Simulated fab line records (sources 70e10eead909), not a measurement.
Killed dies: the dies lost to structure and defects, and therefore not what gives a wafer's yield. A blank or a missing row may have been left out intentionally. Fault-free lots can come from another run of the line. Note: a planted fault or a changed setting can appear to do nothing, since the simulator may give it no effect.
Which of the tools did it? ; flow nand harc ; 13 lots with 38 wafers sampled at 5 steps, on a route of 1159 steps

== WHAT THE GAUGES READ, wafer by wafer ==
NHARC_END_SORT_01. Usual: killed at array 27, standard deviation 11; killed at other 0.8, standard deviation 1.1; killed at periphery 2.8, standard deviation 1.9; killed dies 30, standard deviation 11; killed open 3.3, standard deviation 1.8; killed short 2.3, standard deviation 1.5.
lot;measured;on;killed at array;killed at other;killed at periphery;killed dies;killed open;killed short;flag
L841;day 23 10:19;prober-01;16 20 18;2 1 0;3 7 2;21 28 20;4 6 3;5 2 1;

== WHICH TOOL RAN EACH LOT (tool, then ch and the chambers of the sampled wafers, then the start) ==
lot;NHARC_A_SLIT_ETCH_15;NHARC_A_WL_FILL_CVD_03;NHARC_A_WL_FILL_ETCHBACK_04;NHARC_A_WL_FILL_ETCHBACK_26
L824;rie diel-06 ch 0,3, day 14 14:03 or earlier;cvd w-01 ch 0,1, day 14 14:03;rie metal-03 ch 0,1, day 14 16:31;rie si-02 ch 0,2,3, day 15 08:44
L826;rie diel-05 ch 0,2,3, day 15 06:41 or earlier;cvd w-01 ch 0,1, day 15 06:41;rie metal-03 ch 0,1, day 15 10:02;rie si-03 ch 0,1,2, day 16 01:44
L825;rie diel-05 ch 0,2,3, day 15 16:00 or earlier;cvd w-01 ch 0,1, day 15 16:00;rie metal-02 ch 0,1, day 15 18:02;rie si-02 ch 0,2,3, day 16 09:15
L828;rie diel-06 ch 0,3, day 15 17:59 or earlier;cvd w-01 ch 0,1, day 15 17:59;rie metal-02 ch 0,1, day 15 21:15;rie si-02 ch 1,3, day 16 13:25
L831;rie diel-09 ch 2,3, day 16 23:37 or earlier;cvd w-01 ch 0,1, day 16 23:37;rie metal-03 ch 1, day 17 02:56;rie si-03 ch 0,1,3, day 17 18:40
L830;rie diel-06 ch 0,2,3, day 17 03:23 or earlier;cvd w-01 ch 0,1, day 17 03:23;rie metal-03 ch 0,1, day 17 05:50;rie si-06 ch 0,2,3, day 17 18:43
L835;rie diel-06 ch 1,3, day 17 16:31 or earlier;cvd w-02 ch 1, day 17 16:31;rie metal-03 ch 0,1, day 17 18:59;rie si-02 ch 1,3, day 18 12:59
L841;rie diel-06 ch 0,2, day 18 23:15 or earlier;cvd w-02 ch 0,1, day 18 23:15;rie metal-01 ch 0,1, day 19 01:41;rie si-03 ch 0,1,3, day 19 18:26
L843;rie diel-05 ch 0,2, day 19 16:05 or earlier;cvd w-01 ch 1, day 19 16:05;rie metal-02 ch 0,1, day 19 19:26;rie si-03 ch 0,1, day 20 08:02
L845;rie diel-05 ch 0,2,3, day 19 23:45 or earlier;cvd w-01 ch 0,1, day 19 23:45;rie metal-01 ch 0,1, day 20 03:09;rie si-03 ch 0,1,2, day 20 21:37
L844;rie diel-05 ch 0,2,3, day 19 23:55 or earlier;cvd w-02 ch 0,1, day 19 23:55;rie metal-02 ch 0,1, day 20 03:16;rie si-06 ch 0,1,3, day 20 21:37
L847;rie diel-05 ch 0,1,3, day 20 16:49 or earlier;cvd w-01 ch 0, day 20 16:49;rie metal-02 ch 0,1, day 20 22:03;rie si-03 ch 0,2, day 21 17:29
L846;rie diel-06 ch 0,1, day 20 17:07 or earlier;cvd w-02 ch 0,1, day 20 17:07;rie metal-01 ch 1, day 20 20:29;rie si-06 ch 0,1,2, day 21 12:15
- NHARC_A_SLIT_ETCH_15: etches the open film in O2/COS, target depth 3200 nm, time 832 s.
- NHARC_A_WL_FILL_CVD_03: deposits W, target thk 40 nm, time 3302 s.
- NHARC_A_WL_FILL_ETCHBACK_04: etches the open film in NF3, target depth 60 nm, time 120 s.
- NHARC_A_WL_FILL_ETCHBACK_26: etches the open film in HBr, target depth 52 nm, time 13.3 s.

== AS READ BY THE TOOLS THEMSELVES (means over the sampled wafers that have a number; for cases with no such wafer, the mark the record gives instead) ==
NHARC_A_SLIT_ETCH_15. Usual: drypump motor current A 5.6 A, standard deviation 0.36; oes product au 1.004 a.u., standard deviation 0.0079; rf vpp V 313.1 V, standard deviation 1.9; showerhead plenum p Torr 3.06 Torr, standard deviation 0.12; throttle valve pct 28.331 %, standard deviation 0.0096.
lot;tool;drypump motor current A (A);oes product au (a.u.);rf vpp V (V);showerhead plenum p Torr (Torr);throttle valve pct (%);flag
L824;rie diel-06;5.7;1.011;312.3;3.00;28.339;
L826;rie diel-05;5.5;1.001;312.4;3.00;28.332;
L825;rie diel-05;5.5;0.999;312.0;3.00;28.327;
L828;rie diel-06;5.7;1.004;311.7;2.99;28.324;
L831;rie diel-09;5.8;0.996;312.1;2.98;28.336;
L830;rie diel-06;5.6;1.005;313.2;3.07;28.334;
L835;rie diel-06;5.8;1.012;312.5;3.00;28.324;
L841;rie diel-06;5.6;1.015;314.8;3.15;28.333;
L843;rie diel-05;5.7;1.008;312.6;3.01;28.331;
L845;rie diel-05;5.5;1.012;312.4;2.99;28.332;
L844;rie diel-05;5.5;1.009;312.9;2.99;28.339;
L847;rie diel-05;5.8;1.013;313.4;3.09;28.330;
L846;rie diel-06;5.3;1.005;312.1;2.98;28.329;

NHARC_A_WL_FILL_CVD_03. Usual: heater power w 421 W, standard deviation 25; throttle valve pct 8.0 %, standard deviation 0.32.
lot;tool;heater power w (W);throttle valve pct (%);flag
L824;cvd w-01;420;8.1;
L826;cvd w-01;408;8.2;
L825;cvd w-01;405;8.2;
L828;cvd w-01;404;8.1;
L831;cvd w-01;404;8.2;
L830;cvd w-01;407;8.0;
L835;cvd w-02;443;7.8;
L841;cvd w-02;418;7.7;
L843;cvd w-01;442;8.5;
L845;cvd w-01;428;8.5;
L844;cvd w-02;439;7.8;
L847;cvd w-01;395;8.0;
L846;cvd w-02;435;7.8;

NHARC_A_WL_FILL_ETCHBACK_04. Usual: drypump motor current A 5.4 A, standard deviation 0.45; oes product au 1.004 a.u., standard deviation 0.007; run length s 141.4 s, standard deviation 0.56.
lot;tool;drypump motor current A (A);oes product au (a.u.);run length s (s);flag
L824;rie metal-03;5.3;0.998;141.4;
L826;rie metal-03;5.2;1.010;141.3;
L825;rie metal-02;5.0;1.002;141.1;
L828;rie metal-02;5.0;1.003;140.9;
L831;rie metal-03;5.2;1.011;141.7;
L830;rie metal-03;5.3;1.003;138.3;OFF
L835;rie metal-03;5.3;1.014;136.8;OFF
L841;rie metal-01;6.0;1.005;141.8;
L843;rie metal-02;5.3;1.006;141.2;
L845;rie metal-01;6.0;1.009;141.9;
L844;rie metal-02;5.0;0.998;141.2;
L847;rie metal-02;5.3;0.993;141.6;
L846;rie metal-01;6.1;1.000;142.2;

NHARC_A_WL_FILL_ETCHBACK_26. Usual: drypump motor current A 5.7 A, standard deviation 0.5; oes product au 0.999 a.u., standard deviation 0.0074; run length s 34.3 s, standard deviation 0.4; throttle valve pct 23.266 %, standard deviation 0.0091.
lot;tool;drypump motor current A (A);oes product au (a.u.);run length s (s);throttle valve pct (%);flag
L824;rie si-02;5.6;0.990;34.4;23.271;
L826;rie si-03;5.7;1.003;34.4;23.267;
L825;rie si-02;5.7;0.998;34.5;23.259;
L828;rie si-02;6.5;0.997;34.6;23.269;
L831;rie si-03;6.0;1.006;34.4;23.263;
L830;rie si-06;5.5;1.002;34.0;23.269;
L835;rie si-02;6.6;0.992;34.6;23.263;
L841;rie si-03;5.9;0.996;34.4;23.266;
L843;rie si-03;5.8;1.001;34.4;23.266;
L845;rie si-03;5.7;0.998;34.1;23.271;
L844;rie si-06;5.5;1.008;33.9;23.260;
L847;rie si-03;5.6;0.997;34.3;23.274;
L846;rie si-06;5.7;0.999;34.2;23.263;

== THE ANSWER, worked out from the rows above alone ==
Rule: a lot counts as off when the mean over its wafers that have a number is more than 3 standard deviations away from the usual mean. Also off: a lot with no number at a reading for which 4 or more lots have one. Where the step has rows for the other lots, those lots are counted as sound. First the gauges in route order, then the tools' own readings, where a lot's mean is used as printed above. The first step at which some lot is off is used, and at that step the reading that is off furthest; a lot without a number counts as furthest.
Off, at NHARC_A_WL_FILL_ETCHBACK_04 on run length s: L830, L835.
A tool fits if, at that step or a process step before it, it ran every lot that is off, and no sound lot after the first of them. NHARC_A_SLIT_ETCH_15 gives no start for some lots, so the hours and the order of its lots are those of NHARC_A_WL_FILL_CVD_03. One fits: NHARC_A_WL_FILL_ETCHBACK_04 on rie metal-03. Its last sound lot is L831 (day 17 02:56), its first lot that is off L830 (day 17 05:50): a fault that began between those two fits.
The tool's own readings at NHARC_A_WL_FILL_ETCHBACK_04 bear it out: on the lots that are off they differ by more than 5 times the standard deviation of the sound lots' means. run length s reads 137.6 s there against 141.5 s on the sound lots.

== WHAT THE SIMULATOR HAD PUT IN ==
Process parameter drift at NHARC_A_WL_FILL_ETCHBACK_04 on rie metal-03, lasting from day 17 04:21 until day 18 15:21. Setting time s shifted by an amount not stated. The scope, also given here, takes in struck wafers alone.
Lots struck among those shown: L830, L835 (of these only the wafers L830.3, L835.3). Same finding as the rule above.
